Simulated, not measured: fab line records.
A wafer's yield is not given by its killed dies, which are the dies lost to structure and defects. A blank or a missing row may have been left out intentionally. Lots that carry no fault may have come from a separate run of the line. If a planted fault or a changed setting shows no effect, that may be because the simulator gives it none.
What tool caused it? | flow nand-harc | 6 lots with 18 wafers sampled at 2 steps, on a route of 1159 steps

## WHAT THE GAUGES SHOWED, per wafer
NHARC_A_SIN_REMOVE_INSPECT_04.
lot  | measured     | on                | raw-defect-count
L897 | day 15 04:57 | defect-inspect-01 | 474 251 267
L898 | day 15 21:52 | defect-inspect-01 | 302 223 217
L900 | day 16 16:46 | defect-inspect-01 | 289 270 290
L903 | day 17 09:32 | defect-inspect-02 | 402 373 333
L912 | day 18 14:21 | defect-inspect-01 | 296 399 305
L914 | day 19 20:21 | defect-inspect-01 | 378 343 249

## EACH LOT AND THE TOOL THAT RAN IT (in order: tool; ch and the chambers of the sampled wafers; start)
lot  | NHARC_A_SLIT_ETCH_26
L897 | har-etch-02 ch 0,1, day 14 20:07
L898 | har-etch-01 ch 0, day 15 13:00
L900 | har-etch-01 ch 0,1, day 16 07:54
L903 | har-etch-02 ch 0,1, day 17 00:43
L912 | har-etch-01 ch 0,1, day 18 07:35
L914 | har-etch-01 ch 0,1, day 19 13:59
- NHARC_A_SLIT_ETCH_26: etches the open film in C4F8/O2/Ar, time 90 s, target depth 400 nm.

## THE ANSWER, worked out from the rows above alone
Rule: the lots themselves supply what counts as usual. The widest of any qualifying gaps counts: lots, ordered by their means at a reading, are off when they make up no more than a third of the lots, leave a main group of 4 or more, and stand apart from it by 3 or more times the standard deviation of that group's means. The tables above print the reading to a certain number of digits; a main group whose means all agree to those digits is not used. Also off: a lot with no number at a reading for which 4 or more lots have one. Where the step has rows for the other lots, those lots are counted as sound.
None of the lots is off at any reading shown; this tells nothing.

## WHAT WAS PUT IN BY THE SIMULATOR
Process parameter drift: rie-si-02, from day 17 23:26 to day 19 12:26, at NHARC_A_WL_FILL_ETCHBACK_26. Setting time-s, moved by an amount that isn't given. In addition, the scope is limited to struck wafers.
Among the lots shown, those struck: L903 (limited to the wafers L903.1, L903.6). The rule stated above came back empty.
